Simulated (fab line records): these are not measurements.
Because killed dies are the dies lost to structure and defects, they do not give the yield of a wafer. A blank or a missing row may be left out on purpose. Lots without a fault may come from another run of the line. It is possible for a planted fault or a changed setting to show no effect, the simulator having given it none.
2 desks looking at one fault -- flow n5Finfet -- each desk holds nothing but its own numbers, with what lay behind them at the end

## METROLOGY DESK
Lot by lot, what the gauges showed, no matter which tool ran the lot: averages of those sampled wafers that carry a number. A lot is out of limits, marked OUT, if its mean lies more than 4 standard deviations from the usual mean; the brackets give that distance. 7 of its 14 readings are shown: the first one out of limits and those lying furthest out on some lot.
Columns: A = CHAIN_V2 at N5_BEOL_M4_RC_MEAS_101, usual 230 ohm/link; B = CHAIN_V2_max_site at N5_BEOL_M4_RC_MEAS_101, usual 238 ohm/link; C = DIBL_N at N5_BEOL_M4_RC_MEAS_101, usual 36.5 mV/V; D = DIBL_P at N5_BEOL_M4_RC_MEAS_101, usual 36.5 mV/V; E = IOFF_N at N5_BEOL_M4_RC_MEAS_101, usual 0.17 nA/um; F = SERP_M3 at N5_BEOL_M4_RC_MEAS_101, usual 193 ohm/um; G = SERP_M3_max_site at N5_BEOL_M4_RC_MEAS_101, usual 204 ohm/um
lot,first seen here,A,B,C,D,E,F,G
L881,day 8 14:43,237,247,38.5,38.8,0.18,203,218
L883,day 9 10:14,222,233,36.4,36.2,0.17,184,199
L884,day 9 20:15,224,232,34.9,35.6,0.14,189,199
L891,day 11 07:36,293 (+6.7) OUT,300 (+6.2) OUT,37.0,37.1,0.16,227,239
L892,day 11 12:56,289 (+6.4) OUT,300 (+6.2) OUT,35.8,36.1,0.15,214,228
L893,day 12 01:16,227,236,37.7,37.9,0.18,195,207
L894,day 12 07:37,293 (+6.8) OUT,309 (+7.1) OUT,36.7,36.7,0.15,217,234
L896,day 12 13:29,223,234,37.4,37.5,0.16,174,183
This desk's result: L891, L892, L894 out of limits, first on L891 (CHAIN_V2 at N5_BEOL_M4_RC_MEAS_101), day 11 07:36. L881, L883, L884, L893, L896: within limits.

## DESK OF THE TOOL OWNER: aldMetal-01
The tool's own readings at N5_BEOL_M3_ALD_84 (deposits TaN, pulse time 2 s, purge time 3 s, co reactant purge time 2 s): means of the sampled wafers that have a number, for each lot that ran on this tool. A lot is out of limits, marked OUT, if its mean lies more than 4 standard deviations from the usual mean; the brackets give that distance.
Columns: A = heaterPowerW at N5_BEOL_M3_ALD_84, usual 414 W
lot,first seen here,A
L881,day 8 00:16,418
L883,day 8 21:13,386
L891,day 10 20:37,383
L892,day 10 21:00,396
L894,day 11 14:28,431
This desk's verdict: no lot among the 5 shows anything out of limits.

## PUT TOGETHER
At day 11 07:36 the metrology desk could have sounded an alarm, on L891, L892, L894.
Nothing out of limits was seen by the tool owner's desk.
Tool owner's desk: L891, L892, L894 on record, inside its limits.
The lots listed all ran N5_BEOL_M3_ALD_84 on aldMetal-01.

## WHAT WAS PUT IN BY THE SIMULATOR
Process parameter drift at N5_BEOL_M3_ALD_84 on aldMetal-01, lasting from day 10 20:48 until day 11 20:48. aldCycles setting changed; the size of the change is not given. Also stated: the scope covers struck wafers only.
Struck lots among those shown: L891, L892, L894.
Per desk, hours elapsed from the start of the fault to the first reading out of limits: for the metrology desk, 11.
